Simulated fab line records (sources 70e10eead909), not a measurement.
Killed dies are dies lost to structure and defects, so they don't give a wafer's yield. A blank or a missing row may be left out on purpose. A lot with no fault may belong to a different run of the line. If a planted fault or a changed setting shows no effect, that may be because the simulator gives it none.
Matching of chambers + flow nandHarc + NHARC_A_CHANNEL_FILL_D1_ALD_16 on aldHk-02: 4 sister chambers
The step deposits SiO2, target thk 1.5 nm, pulse time 10 s, ald cycles 15. 20 wafers are shown with their chamber, then 10 later ones without.

== EACH WAFER AND ITS CHAMBER ==
| wafer  | chamber | heaterPowerW (W) | precursorPulseHeightRel |
|--------|---------|------------------|-------------------------|
| L824.2 | 1       | 495              | 1.021                   |
| L824.3 | 3       | 488              | 1.003                   |
| L824.5 | 0       | 390              | 1.028                   |
| L825.2 | 0       | 397              | 0.977                   |
| L825.4 | 2       | 520              | 0.992                   |
| L825.6 | 2       | 519              | 1.021                   |
| L828.2 | 1       | 492              | 0.970                   |
| L828.3 | 0       | 404              | 1.010                   |
| L828.4 | 2       | 515              | 1.026                   |
| L827.2 | 0       | 386              | 1.010                   |
| L827.4 | 3       | 490              | 0.986                   |
| L827.5 | 2       | 523              | 1.004                   |
| L830.1 | 0       | 398              | 0.937                   |
| L830.3 | 2       | 532              | 1.022                   |
| L830.5 | 1       | 483              | 1.002                   |
| L829.2 | 2       | 523              | 0.978                   |
| L829.3 | 0       | 397              | 0.996                   |
| L829.5 | 2       | 537              | 1.018                   |
| L831.1 | 1       | 496              | 0.972                   |
| L831.3 | 2       | 535              | 1.002                   |

SIGNATURES (means of the wafers above)
| reading                 | chamber 0 | chamber 1 | chamber 2 | chamber 3 | scatter within a chamber |
|-------------------------|-----------|-----------|-----------|-----------|--------------------------|
| heaterPowerW            | 395.33    | 491.50    | 525.50    | 489.00    | 6.94                     |
| precursorPulseHeightRel | 0.99300   | 0.99125   | 1.00788   | 0.99450   | 0.0239                   |
Rule: a wafer's distance from a chamber is the root of the sum, over the readings, of the square of ((its reading less the chamber's mean) divided by the reading's scatter). If the next closest chamber is less than 2 further off than the closest, the wafer can't be placed; otherwise it belongs to the closest. The scatter: take each reading less its chamber's mean, square it, sum over the shown wafers, divide by the number of wafers less the number of chambers, and take the root.

== WAFERS MISSING THEIR CHAMBER ==
| wafer  | heaterPowerW (W) | precursorPulseHeightRel |
|--------|------------------|-------------------------|
| L831.5 | 478              | 0.994                   |
| L834.1 | 492              | 1.003                   |
| L834.2 | 489              | 1.006                   |
| L834.4 | 539              | 1.022                   |
| L841.1 | 459              | 0.988                   |
| L841.3 | 475              | 0.984                   |
| L841.4 | 499              | 0.974                   |
| L840.1 | 399              | 1.016                   |
| L840.3 | 450              | 0.987                   |
| L840.6 | 477              | 0.994                   |

== WHICH CHAMBER EACH WENT THROUGH ==
| wafer  | from the rows above     | in truth |
|--------|-------------------------|----------|
| L831.5 | can't be placed: 3 or 1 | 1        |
| L834.1 | can't be placed: 1 or 3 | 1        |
| L834.2 | can't be placed: 3 or 1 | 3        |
| L834.4 | 2                       | 2        |
| L841.1 | can't be placed: 3 or 1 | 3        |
| L841.3 | can't be placed: 3 or 1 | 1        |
| L841.4 | can't be placed: 1 or 3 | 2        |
| L840.1 | 0                       | 0        |
| L840.3 | can't be placed: 3 or 1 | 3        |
| L840.6 | can't be placed: 3 or 1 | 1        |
Correctly placed: 2 of 10. Cannot be placed on the basis of these rows: 8; the candidates contain the true chamber in 7. Number placed wrongly: 0.
